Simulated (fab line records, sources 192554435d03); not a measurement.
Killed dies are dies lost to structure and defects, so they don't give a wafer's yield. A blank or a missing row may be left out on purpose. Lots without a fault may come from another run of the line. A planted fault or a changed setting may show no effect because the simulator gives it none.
Split-lot experiment | flow n5_finfet | 7 lots, 39 wafers read, on a route of 1938 steps

THE SPLIT
At N5_BEOL_M14_SPUTTER_43 (material TaN, target thk 15 nm, time 24.19 s), the setting target_thk_a was moved away from the recipe's 150 angstrom on 18 of the 39 wafers read, by -55.6% to +23.2%. The other wafers ran this setting at the recipe's value.

FROM THE SPLIT TO THE READING: what the file shows between them, 4 steps
- N5_BEOL_M14_SPUTTER_44: material Ta, target thk 15 nm, time 24.19 s
- N5_BEOL_M14_SPUTTER_45: material Cu, target thk 100 nm, time 16.67 s
- N5_BEOL_M14_ECD_47: material Cu, target thk 1248 nm
- N5_BEOL_M14_ANNEAL_48: time 90 s

THE READING
barrier_field_endpoint_s, in s, at N5_BEOL_M14_CMP_49 (polishes, stops on SiO2, t overpolish 5.2 s, target thk 560 nm). Fault-free wafers of this fab line usually give 11.42 s, standard deviation 0.23 s.

wafer  | tool, chamber at the split | target_thk_a as run, angstrom | against the recipe | barrier_field_endpoint_s, s | against lot-mates on the recipe
L074.4 | pvd_sputter-02, -          | 150                           | recipe             | 11.66                       | -
L074.2 | pvd_sputter-02, -          | 150                           | recipe             | 11.64                       | -
L074.1 | pvd_sputter-02, -          | 71.53                         | -52.3%             | 8.66                        | -3.02
L074.3 | pvd_sputter-02, -          | 71.53                         | -52.3%             | 8.74                        | -2.94
L074.5 | pvd_sputter-02, -          | 150                           | recipe             | 11.75                       | -
L074.6 | pvd_sputter-02, -          | 71.53                         | -52.3%             | 8.76                        | -2.92
L077.2 | pvd_sputter-01, -          | 150                           | recipe             | 11.20                       | -
L077.3 | pvd_sputter-01, -          | 150                           | recipe             | 10.93                       | -
L077.4 | pvd_sputter-01, -          | 81.29                         | -45.8%             | 8.50                        | -2.80
L077.1 | pvd_sputter-01, -          | 150                           | recipe             | 11.78                       | -
L077.6 | pvd_sputter-01, -          | 81.29                         | -45.8%             | 8.65                        | -2.65
L077.5 | pvd_sputter-01, -          | 81.29                         | -45.8%             | 8.68                        | -2.62
L079.4 | pvd_sputter-02, -          | 150                           | recipe             | 11.25                       | -
L079.2 | pvd_sputter-02, -          | 150                           | recipe             | 11.32                       | -
L079.5 | pvd_sputter-02, -          | 150                           | recipe             | 11.67                       | -
L075.4 | pvd_sputter-03, -          | 66.62                         | -55.6%             | 8.45                        | -3.37
L075.1 | pvd_sputter-03, -          | 150                           | recipe             | 11.96                       | -
L075.3 | pvd_sputter-03, -          | 66.62                         | -55.6%             | 8.25                        | -3.57
L075.2 | pvd_sputter-03, -          | 66.62                         | -55.6%             | 8.37                        | -3.45
L075.5 | pvd_sputter-03, -          | 150                           | recipe             | 11.93                       | -
L075.6 | pvd_sputter-03, -          | 150                           | recipe             | 11.58                       | -
L081.2 | pvd_sputter-03, -          | 150                           | recipe             | 11.30                       | -
L081.4 | pvd_sputter-03, -          | 83.43                         | -44.4%             | 9.19                        | -2.19
L081.1 | pvd_sputter-03, -          | 83.43                         | -44.4%             | 8.80                        | -2.58
L081.3 | pvd_sputter-03, -          | 83.43                         | -44.4%             | 8.76                        | -2.62
L081.6 | pvd_sputter-03, -          | 150                           | recipe             | 11.36                       | -
L081.5 | pvd_sputter-03, -          | 150                           | recipe             | 11.48                       | -
L087.4 | pvd_sputter-02, -          | 150                           | recipe             | 11.31                       | -
L087.3 | pvd_sputter-02, -          | 150                           | recipe             | 11.33                       | -
L087.1 | pvd_sputter-02, -          | 98.71                         | -34.2%             | 9.51                        | -1.84
L087.2 | pvd_sputter-02, -          | 98.71                         | -34.2%             | 9.52                        | -1.83
L087.5 | pvd_sputter-02, -          | 150                           | recipe             | 11.41                       | -
L087.6 | pvd_sputter-02, -          | 98.71                         | -34.2%             | 9.46                        | -1.89
L089.1 | pvd_sputter-01, -          | 150                           | recipe             | 11.90                       | -
L089.3 | pvd_sputter-01, -          | 150                           | recipe             | 11.45                       | -
L089.4 | pvd_sputter-01, -          | 184.8                         | +23.2%             | 13.13                       | +1.48
L089.2 | pvd_sputter-01, -          | 184.8                         | +23.2%             | 12.98                       | +1.33
L089.6 | pvd_sputter-01, -          | 150                           | recipe             | 11.60                       | -
L089.5 | pvd_sputter-01, -          | 184.8                         | +23.2%             | 13.04                       | +1.39

THE FIT
A straight line over all 39 wafers: barrier_field_endpoint_s changes by +0.0586 s for each +1% of target_thk_a; r = +0.99; the points scatter about the line by 0.24 s.
The same after taking each lot's own level away (the mean of its wafers on the recipe; 39 wafers): +0.0586 s for each +1%; r = +0.99; scatter 0.18 s.
On that fit, the largest move of target_thk_a shifts the reading by 3.3 s.
The lots' own levels span 11.303 to 11.823 s, that is 2.3 times the standard deviation above.
So the lot-to-lot level changes the slope little: the two slopes agree.
Check: with one of the wafers moved furthest among these (-55.6%) left out of the fit, the line predicts -3.23 s for it against its lot-mates. It came out at -3.37 s against them.

OTHER SPLITS ON THESE WAFERS
These wafers also went through other splits before the reading. Each is held against what the fit with the lots' levels taken away leaves over:
other split on the same wafers    | wafers away from the commonest value | r with barrier_field_endpoint_s (lot level and that fit taken away)
N5_BEOL_M13_TRENCH_ETCH_34 time_s | 18                                   | -0.13

THE WHOLE CHAIN: every reading that the file lists as answering this split, in the file's order
step                   | what it does                                                   | reading                                                                            | change (the file's fit)               | r (the file's)
N5_BEOL_M14_SPUTTER_43 | material TaN, target thk 15 nm, time 24.19 s                   | TaN_of_BEOL_M14_SPUTTER_43.thk_nm (the simulator's own value, which no gauge read) | +0.15 nm for each +1% of the setting  | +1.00
N5_BEOL_M14_CMP_49     | polishes, stops on SiO2, t overpolish 5.2 s, target thk 560 nm | barrier_field_endpoint_s                                                           | +0.0583 s for each +1% of the setting | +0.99

THE FILE'S OWN FIT
barrier_field_endpoint_s changes by +0.0583 s for each +1% of target_thk_a, r = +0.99.
